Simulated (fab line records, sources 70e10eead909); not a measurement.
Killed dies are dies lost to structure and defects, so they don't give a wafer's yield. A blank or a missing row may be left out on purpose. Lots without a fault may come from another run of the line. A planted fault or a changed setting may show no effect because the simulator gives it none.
Which tool did it? | flow nand_harc | 24 lots, 72 wafers sampled, at 6 steps of a route of 1302

WHAT THE GAUGES READ, wafer by wafer
The record holds no reading of a measuring or inspecting step that can be judged against a usual standard deviation.

WHICH TOOL RAN EACH LOT (tool, then ch and the chambers of the sampled wafers, then the start)
lot  | NHARC_A_STAIRCASE_ETCH_13      | NHARC_A_STAIRCASE_ETCH_15      | NHARC_A_STAIRCASE_ETCH_21      | NHARC_A_STAIRCASE_ETCH_25      | NHARC_A_STAIRCASE_TRIM_189     | NHARC_A_STAIRCASE_ETCH_190
L074 | rie_diel-07 ch 0,1,3, no start | rie_diel-07 ch 0,3, no start   | rie_diel-07 ch 0,3, no start   | rie_diel-07 ch 1,2,3, no start | rie_diel-07 ch 0,2,3, no start | rie_diel-07 ch 0,1,3, no start
L075 | rie_diel-07 ch 0,1, no start   | rie_diel-07 ch 0,2, no start   | rie_diel-07 ch 0,2,3, no start | rie_diel-07 ch 0,2,3, no start | rie_diel-11 ch 0,2, no start   | rie_diel-11 ch 0,2, no start
L077 | rie_diel-06 ch 1,2, no start   | rie_diel-06 ch 1,2,3, no start | rie_diel-07 ch 1,2,3, no start | rie_diel-07 ch 0,2, no start   | rie_diel-11 ch 0,1,2, no start | rie_diel-11 ch 0,1, no start
L076 | rie_diel-06 ch 2,3, no start   | rie_diel-06 ch 1,2, no start   | rie_diel-06 ch 1,2,3, no start | rie_diel-06 ch 1,3, no start   | rie_diel-06 ch 0,3, no start   | rie_diel-06 ch 0,3, no start
L078 | rie_diel-11 ch 0,1,2, no start | rie_diel-11 ch 0,3, no start   | rie_diel-11 ch 1,2, no start   | rie_diel-11 ch 0,1, no start   | rie_diel-11 ch 0,1,3, no start | rie_diel-11 ch 0,2,3, no start
L079 | rie_diel-07 ch 0,1,3, no start | rie_diel-07 ch 1,2,3, no start | rie_diel-06 ch 0,1,2, no start | rie_diel-06 ch 1,3, no start   | rie_diel-07 ch 0,1,3, no start | rie_diel-07 ch 0,1,2, no start
L081 | rie_diel-11 ch 0,3, no start   | rie_diel-11 ch 0,1, no start   | rie_diel-07 ch 1,2, no start   | rie_diel-07 ch 2,3, no start   | rie_diel-11 ch 1,2,3, no start | rie_diel-11 ch 0,2, no start
L080 | rie_diel-06 ch 1,3, no start   | rie_diel-06 ch 1,2,3, no start | rie_diel-07 ch 0,1, no start   | rie_diel-07 ch 1,2, no start   | rie_diel-06 ch 0,1,3, no start | rie_diel-06 ch 0,2,3, no start
L082 | rie_diel-11 ch 0,1,3, no start | rie_diel-11 ch 0,1,3, no start | rie_diel-11 ch 0,1,3, no start | rie_diel-11 ch 0,3, no start   | rie_diel-07 ch 0,1,3, no start | rie_diel-07 ch 0,2,3, no start
L084 | rie_diel-06 ch 0,1,3, no start | rie_diel-06 ch 1,3, no start   | rie_diel-07 ch 0,3, no start   | rie_diel-07 ch 1,3, no start   | rie_diel-07 ch 0,1, no start   | rie_diel-07 ch 1,3, no start
L083 | rie_diel-11 ch 0,1,3, no start | rie_diel-11 ch 0,1,3, no start | rie_diel-11 ch 0,1,3, no start | rie_diel-11 ch 0,3, no start   | rie_diel-06 ch 0,3, no start   | rie_diel-06 ch 0,1, no start
L085 | rie_diel-11 ch 0,3, no start   | rie_diel-11 ch 1,3, no start   | rie_diel-06 ch 2,3, no start   | rie_diel-06 ch 0,1,3, no start | rie_diel-07 ch 1,3, no start   | rie_diel-07 ch 0,1, no start
L086 | rie_diel-07 ch 2,3, no start   | rie_diel-07 ch 1,2, no start   | rie_diel-07 ch 2,3, no start   | rie_diel-07 ch 0,1, no start   | rie_diel-07 ch 1,2,3, no start | rie_diel-07 ch 0,2,3, no start
L087 | rie_diel-06 ch 0,2, no start   | rie_diel-06 ch 0,1, no start   | rie_diel-06 ch 0,2,3, no start | rie_diel-06 ch 1,3, no start   | rie_diel-07 ch 1,2, no start   | rie_diel-07 ch 0,1, no start
L089 | rie_diel-11 ch 0,1,3, no start | rie_diel-11 ch 2,3, no start   | rie_diel-11 ch 0,1,2, no start | rie_diel-11 ch 0,1,3, no start | rie_diel-11 ch 0,1,3, no start | rie_diel-11 ch 0,3, no start
L088 | rie_diel-07 ch 0,3, no start   | rie_diel-07 ch 0,3, no start   | rie_diel-11 ch 0,3, no start   | rie_diel-11 ch 0,1,3, no start | rie_diel-11 ch 0,1, no start   | rie_diel-11 ch 1,3, no start
L090 | rie_diel-07 ch 0,1,3, no start | rie_diel-07 ch 0,2,3, no start | rie_diel-06 ch 0,2,3, no start | rie_diel-06 ch 0,1,2, no start | rie_diel-11 ch 1,2,3, no start | rie_diel-11 ch 1,2,3, no start
L093 | rie_diel-11 ch 0,3, no start   | rie_diel-11 ch 1,3, no start   | rie_diel-06 ch 1,2, no start   | rie_diel-06 ch 2,3, no start   | rie_diel-06 ch 0,1,3, no start | rie_diel-06 ch 0,1,3, no start
L091 | rie_diel-11 ch 0,2,3, no start | rie_diel-11 ch 0,3, no start   | rie_diel-06 ch 1,2, no start   | rie_diel-06 ch 2,3, no start   | rie_diel-07 ch 1,2,3, no start | rie_diel-07 ch 0,1, no start
L092 | rie_diel-07 ch 0,2,3, no start | rie_diel-07 ch 1,2,3, no start | rie_diel-07 ch 0,1,2, no start | rie_diel-07 ch 0,1,2, no start | rie_diel-11 ch 1,2,3, no start | rie_diel-11 ch 0,1,2, no start
L094 | rie_diel-07 ch 1,2,3, no start | rie_diel-07 ch 1,2,3, no start | rie_diel-06 ch 0,2, no start   | rie_diel-06 ch 1,2,3, no start | rie_diel-06 ch 1,2,3, no start | rie_diel-06 ch 0,2,3, no start
L095 | rie_diel-06 ch 0,2, no start   | rie_diel-06 ch 0,3, no start   | rie_diel-06 ch 0,2,3, no start | rie_diel-06 ch 0,2,3, no start | rie_diel-06 ch 1,3, no start   | rie_diel-06 ch 2,3, no start
L096 | rie_diel-07 ch 2,3, no start   | rie_diel-07 ch 1,2,3, no start | rie_diel-07 ch 0,1, no start   | rie_diel-07 ch 0,1,2, no start | rie_diel-07 ch 0,1,3, no start | rie_diel-07 ch 0,3, no start
L097 | rie_diel-06 ch 1,2,3, no start | rie_diel-06 ch 0,1,2, no start | rie_diel-07 ch 0,1,2, no start | rie_diel-07 ch 0,2,3, no start | rie_diel-07 ch 1,2,3, no start | rie_diel-07 ch 0,1,2, no start
- NHARC_A_STAIRCASE_ETCH_13: etches the open film in C4F8/O2, target depth 100 nm, time 40.5 s.
- NHARC_A_STAIRCASE_ETCH_15: etches the open film in C4F8/O2, target depth 100 nm, time 40.5 s.
- NHARC_A_STAIRCASE_ETCH_21: etches the open film in C4F8/O2, target depth 100 nm, time 40.5 s.
- NHARC_A_STAIRCASE_ETCH_25: etches the open film in C4F8/O2, target depth 100 nm, time 40.5 s.
- NHARC_A_STAIRCASE_TRIM_189: chemistry O2, time 211.2 s.
- NHARC_A_STAIRCASE_ETCH_190: etches the open film in C4F8/O2, target depth 100 nm, time 40.5 s.

WHAT THE TOOLS THEMSELVES READ (means of the sampled wafers that have a number; where no wafer has one, the mark that the record gives instead)
NHARC_A_STAIRCASE_ETCH_13.
lot  | tool        | oes_product_au (a.u.) | rf_vpp_V (V)
L074 | rie_diel-07 | 0.945                 | 890
L075 | rie_diel-07 | 0.938                 | 889
L077 | rie_diel-06 | 0.930                 | 895
L076 | rie_diel-06 | 0.930                 | 896
L078 | rie_diel-11 | 0.952                 | 898
L079 | rie_diel-07 | 0.953                 | 890
L081 | rie_diel-11 | 0.942                 | 897
L080 | rie_diel-06 | 0.955                 | 894
L082 | rie_diel-11 | 0.930                 | 901
L084 | rie_diel-06 | 0.930                 | 895
L083 | rie_diel-11 | 0.933                 | 901
L085 | rie_diel-11 | 0.918                 | 900
L086 | rie_diel-07 | 0.941                 | 896
L087 | rie_diel-06 | 0.931                 | 897
L089 | rie_diel-11 | 0.926                 | 901
L088 | rie_diel-07 | 0.926                 | 891
L090 | rie_diel-07 | 0.949                 | 889
L093 | rie_diel-11 | 0.960                 | 896
L091 | rie_diel-11 | 0.928                 | 900
L092 | rie_diel-07 | 0.933                 | 894
L094 | rie_diel-07 | 0.948                 | 893
L095 | rie_diel-06 | 0.933                 | 895
L096 | rie_diel-07 | 0.942                 | 898
L097 | rie_diel-06 | 0.924                 | 894

NHARC_A_STAIRCASE_ETCH_15.
lot  | tool        | oes_product_au (a.u.) | rf_vpp_V (V)
L074 | rie_diel-07 | 0.941                 | 892
L075 | rie_diel-07 | 0.928                 | 894
L077 | rie_diel-06 | 0.934                 | 895
L076 | rie_diel-06 | 0.928                 | 895
L078 | rie_diel-11 | 0.942                 | 901
L079 | rie_diel-07 | 0.956                 | 894
L081 | rie_diel-11 | 0.945                 | 897
L080 | rie_diel-06 | 0.943                 | 895
L082 | rie_diel-11 | 0.931                 | 901
L084 | rie_diel-06 | 0.932                 | 895
L083 | rie_diel-11 | 0.933                 | 901
L085 | rie_diel-11 | 0.942                 | 898
L086 | rie_diel-07 | 0.947                 | 897
L087 | rie_diel-06 | 0.947                 | 894
L089 | rie_diel-11 | 0.936                 | 900
L088 | rie_diel-07 | 0.930                 | 892
L090 | rie_diel-07 | 0.941                 | 895
L093 | rie_diel-11 | 0.956                 | 898
L091 | rie_diel-11 | 0.925                 | 899
L092 | rie_diel-07 | 0.939                 | 893
L094 | rie_diel-07 | 0.952                 | 894
L095 | rie_diel-06 | 0.940                 | 896
L096 | rie_diel-07 | 0.949                 | 894
L097 | rie_diel-06 | 0.938                 | 894

NHARC_A_STAIRCASE_ETCH_21.
lot  | tool        | oes_product_au (a.u.) | rf_vpp_V (V)
L074 | rie_diel-07 | 0.941                 | 893
L075 | rie_diel-07 | 0.948                 | 896
L077 | rie_diel-07 | 0.976                 | 895
L076 | rie_diel-06 | 0.930                 | 895
L078 | rie_diel-11 | 0.940                 | 898
L079 | rie_diel-06 | 0.962                 | 895
L081 | rie_diel-07 | 0.930                 | 899
L080 | rie_diel-07 | 0.966                 | 889
L082 | rie_diel-11 | 0.933                 | 901
L084 | rie_diel-07 | 0.914                 | 892
L083 | rie_diel-11 | 0.934                 | 901
L085 | rie_diel-06 | 0.960                 | 896
L086 | rie_diel-07 | 0.939                 | 899
L087 | rie_diel-06 | 0.937                 | 896
L089 | rie_diel-11 | 0.946                 | 905
L088 | rie_diel-11 | 0.958                 | 900
L090 | rie_diel-06 | 0.931                 | 895
L093 | rie_diel-06 | 0.965                 | 894
L091 | rie_diel-06 | 0.942                 | 895
L092 | rie_diel-07 | 0.956                 | 894
L094 | rie_diel-06 | 0.955                 | 896
L095 | rie_diel-06 | 0.935                 | 895
L096 | rie_diel-07 | 0.953                 | 889
L097 | rie_diel-07 | 0.969                 | 893

NHARC_A_STAIRCASE_ETCH_25.
lot  | tool        | oes_product_au (a.u.) | rf_vpp_V (V)
L074 | rie_diel-07 | 0.943                 | 895
L075 | rie_diel-07 | 0.935                 | 896
L077 | rie_diel-07 | 0.930                 | 899
L076 | rie_diel-06 | 0.935                 | 896
L078 | rie_diel-11 | 0.924                 | 897
L079 | rie_diel-06 | 0.922                 | 895
L081 | rie_diel-07 | 0.943                 | 899
L080 | rie_diel-07 | 0.959                 | 897
L082 | rie_diel-11 | 0.939                 | 900
L084 | rie_diel-07 | 0.935                 | 891
L083 | rie_diel-11 | 0.933                 | 896
L085 | rie_diel-06 | 0.940                 | 895
L086 | rie_diel-07 | 0.946                 | 890
L087 | rie_diel-06 | 0.933                 | 893
L089 | rie_diel-11 | 0.945                 | 900
L088 | rie_diel-11 | 0.938                 | 901
L090 | rie_diel-06 | 0.930                 | 895
L093 | rie_diel-06 | 0.928                 | 894
L091 | rie_diel-06 | 0.942                 | 894
L092 | rie_diel-07 | 0.953                 | 894
L094 | rie_diel-06 | 0.945                 | 894
L095 | rie_diel-06 | 0.934                 | 895
L096 | rie_diel-07 | 0.953                 | 893
L097 | rie_diel-07 | 0.953                 | 894

NHARC_A_STAIRCASE_TRIM_189.
lot  | tool        | drypump_motor_current_A (A) | oes_product_au (a.u.) | rf_vpp_V (V) | showerhead_plenum_p_Torr (Torr) | throttle_valve_pct (%)
L074 | rie_diel-07 | 5.8                         | 0.993                 | 58.5         | 3.52                            | 17.032
L075 | rie_diel-11 | 5.7                         | 1.001                 | 57.9         | 3.77                            | 17.039
L077 | rie_diel-11 | 6.0                         | 0.993                 | 58.2         | 3.60                            | 17.038
L076 | rie_diel-06 | 6.0                         | 0.984                 | 57.7         | 3.53                            | 17.035
L078 | rie_diel-11 | 6.1                         | 0.996                 | 57.7         | 3.49                            | 17.035
L079 | rie_diel-07 | 6.2                         | 0.997                 | 58.0         | 3.37                            | 17.044
L081 | rie_diel-11 | 5.8                         | 1.007                 | 57.5         | 3.50                            | 17.028
L080 | rie_diel-06 | 6.1                         | 0.998                 | 57.4         | 3.51                            | 17.041
L082 | rie_diel-07 | 6.2                         | 0.992                 | 56.1         | 3.37                            | 17.030
L084 | rie_diel-07 | 6.3                         | 0.988                 | 57.5         | 3.34                            | 17.032
L083 | rie_diel-06 | 6.1                         | 0.991                 | 57.5         | 3.51                            | 17.031
L085 | rie_diel-07 | 6.0                         | 1.011                 | 57.1         | 3.40                            | 17.041
L086 | rie_diel-07 | 6.0                         | 1.004                 | 57.5         | 3.48                            | 17.036
L087 | rie_diel-07 | 6.0                         | 1.008                 | 58.4         | 3.58                            | 17.034
L089 | rie_diel-11 | 6.1                         | 1.002                 | 58.0         | 3.65                            | 17.039
L088 | rie_diel-11 | 6.2                         | 0.996                 | 58.2         | 3.75                            | 17.046
L090 | rie_diel-11 | 5.8                         | 1.003                 | 57.6         | 3.66                            | 17.038
L093 | rie_diel-06 | 6.1                         | 0.996                 | 56.6         | 3.49                            | 17.035
L091 | rie_diel-07 | 6.0                         | 1.004                 | 58.0         | 3.47                            | 17.046
L092 | rie_diel-11 | 5.8                         | 1.006                 | 57.4         | 3.66                            | 17.041
L094 | rie_diel-06 | 5.7                         | 0.993                 | 58.7         | 3.48                            | 17.037
L095 | rie_diel-06 | 6.1                         | 0.995                 | 57.9         | 3.46                            | 17.043
L096 | rie_diel-07 | 6.1                         | 1.010                 | 57.5         | 3.35                            | 17.044
L097 | rie_diel-07 | 6.0                         | 1.007                 | 59.1         | 3.46                            | 17.024

NHARC_A_STAIRCASE_ETCH_190.
lot  | tool        | oes_product_au (a.u.) | rf_vpp_V (V)
L074 | rie_diel-07 | 0.946                 | 891
L075 | rie_diel-11 | 0.936                 | 904
L077 | rie_diel-11 | 0.943                 | 897
L076 | rie_diel-06 | 0.942                 | 897
L078 | rie_diel-11 | 0.937                 | 900
L079 | rie_diel-07 | 0.936                 | 895
L081 | rie_diel-11 | 0.939                 | 904
L080 | rie_diel-06 | 0.943                 | 896
L082 | rie_diel-07 | 0.942                 | 895
L084 | rie_diel-07 | 0.949                 | 889
L083 | rie_diel-06 | 0.955                 | 895
L085 | rie_diel-07 | 0.934                 | 889
L086 | rie_diel-07 | 0.945                 | 895
L087 | rie_diel-07 | 0.944                 | 888
L089 | rie_diel-11 | 0.929                 | 897
L088 | rie_diel-11 | 0.935                 | 897
L090 | rie_diel-11 | 0.946                 | 901
L093 | rie_diel-06 | 0.949                 | 895
L091 | rie_diel-07 | 0.947                 | 888
L092 | rie_diel-11 | 0.947                 | 904
L094 | rie_diel-06 | 0.949                 | 895
L095 | rie_diel-06 | 0.939                 | 895
L096 | rie_diel-07 | 0.949                 | 890
L097 | rie_diel-07 | 0.944                 | 892

THE ANSWER, worked out from the rows above alone
Rule: what is usual is taken from the lots themselves. Put in order of their means at a reading, lots are off if they are a third of the lots or fewer, leave a main group of 4 or more, and stand apart from it by a gap of 3 or more times the standard deviation of the main group's means; of several such gaps the widest counts. A main group whose means are all the same, to the digits that the tables above print for the reading, isn't used. A lot without any number at a reading at which 4 lots or more have one is off too. The other lots that the step has rows for count as sound. The gauges are gone through in route order, then the tools' own readings, and for those a lot's mean is taken as printed above. The first step at which some lot is off is used, and at that step the reading that is off furthest; a lot without a number counts as furthest.
No lot is off at any reading shown: from this, nothing can be told.

WHAT THE SIMULATOR HAD PUT IN
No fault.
